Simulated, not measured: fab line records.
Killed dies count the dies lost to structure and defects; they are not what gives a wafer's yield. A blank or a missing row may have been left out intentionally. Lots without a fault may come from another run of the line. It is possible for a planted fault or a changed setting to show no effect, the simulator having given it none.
A lot that was struck, set against a sound lot / flow n5Finfet / 14 steps out of a route of 1938
Sound: the wafers L942.1, L942.4, L942.6. Struck: wafer L951.2. (L951.3, L951.5 of the same lot were not struck and are left out.) The cause comes at the end.
Order at every step that has rows: each side's tool, ch and its chambers, its first start. Under that, the readings that differ: sound wafers / struck wafers / difference of the means / sigmas: that difference in standard deviations of wafers without a fault.
alike: readings whose means differ by less than 2 such deviations, and words and numbers that are the same on both sides. not compared: withheld readings, readings that some wafer has no value for, bounds like >300 that may hide the same value, and numbers for which the record gives no deviation and whose values overlap.
A row with sigmas, a row that says differs or no value, or rows on one side alone: a step with any of these is where the two part. Non-overlapping numbers with no deviation appear without sigmas and do not part them. A reading missing from all wafers of one side parts the sides only when that side holds two or more wafers.

N5_SDB_INSPECT_36: inspects for defects (darkfield).
  sound on defectInspect-02 at day 4 06:11; struck on defectInspect-01 at day 6 12:12
  alike: rawDefectCount
N5_DUMMY_REMOVAL_HM_STRIP_01: strips SiNx in CH3F/O2, stops on poly-Si, target depth 4 nm, time 6.8 s.
  sound on rieDiel-03 ch 0,3, day 4 06:25; struck on rieDiel-03 ch 1, day 6 12:14
  alike: CH3F_flow_sccm, drypumpMotorCurrentA, oesProductAu, rfVppV, showerheadPlenumPTorr, throttleValvePct
  not compared: rfHoursCounterH
N5_DUMMY_REMOVAL_STRIP_10: strips in N2/H2, time 40 s.
  sound on rieDiel-03 ch 0,3, day 4 06:27; struck on rieDiel-03 ch 1, day 6 12:16
  alike: drypumpMotorCurrentA, n2FlowSccm, oesProductAu, rfVppV, showerheadPlenumPTorr, throttleValvePct
  not compared: rfHoursCounterH
then, 2 steps without rows for these wafers: N5_DUMMY_REMOVAL_PRECLEAN_07 (cleans in dHF, time 30 s); N5_DUMMY_REMOVAL_DUMMY_REMOVE_02 (chemistry TMAH, target poly-Si, stops on SiO2, target depth 142 nm, time 57 s, rinse time 30 s).
N5_DUMMY_REMOVAL_INSPECT_06: inspects for defects (brightfield).
  sound on defectInspect-02 at day 4 06:37; struck on defectInspect-02 at day 6 12:26
  alike: rawDefectCount
then, 4 steps without rows for these wafers: N5_DUMMY_REMOVAL_PRECLEAN_08 (cleans in NF3:NH3, afs cycles 2, time 20 s, sublimation time 60 s); N5_DUMMY_REMOVAL_PRECLEAN_04 (cleans in DHF, time 37 s); N5_DUMMY_REMOVAL_SRD_05 (time 30 s); N5_HKMG_FIN_IL_REGROW_00 (material SiO2, chemistry O3, target thk 0.75 nm, time 30 s).
N5_HKMG_FIN_HK_ALD_01: deposits HfO2, target thk 1.6 nm, pulse time 3 s, purge time 3 s.
  sound on aldHk-03 ch 1,3, day 4 06:58; struck on aldHk-03 ch 3, day 6 12:47
  alike: precursorPulseHeightRel
N5_HKMG_FIN_HK_ANNEAL_02: time 30 s.
  sound on rtpAnneal-01 ch 0, day 4 07:10; struck on rtpAnneal-01 ch 0, day 6 13:00
  alike: lampPowerPct, lamp_zone_6_pct, wafer_temp_C_max
N5_HKMG_FIN_ALD_74: deposits La2O3, target thk 0.5 nm, pulse time 6 s, co reactant pulse time 1 s.
  sound on aldHk-02 ch 1,2,3, day 4 07:22; struck on aldHk-02 ch 3, day 6 13:11
reading=model.La2O3_of_HKMG_FIN_ALD_74.thkNm (nm); sound=0.4 0.4 0.4; struck=1; difference=+1; sigmas=
  alike: heaterPowerW, precursorPulseHeightRel
N5_HKMG_FIN_ALD_75: deposits Al2O3, target thk 1 nm, co reactant pulse time 1 s.
  sound on aldHk-02 ch 1,2,3, day 4 07:27; struck on aldHk-02 ch 3, day 6 13:16
  alike: heaterPowerW, precursorPulseHeightRel

## WHERE THEY PART
Nowhere in this record.

WHY: whatever the simulator had introduced
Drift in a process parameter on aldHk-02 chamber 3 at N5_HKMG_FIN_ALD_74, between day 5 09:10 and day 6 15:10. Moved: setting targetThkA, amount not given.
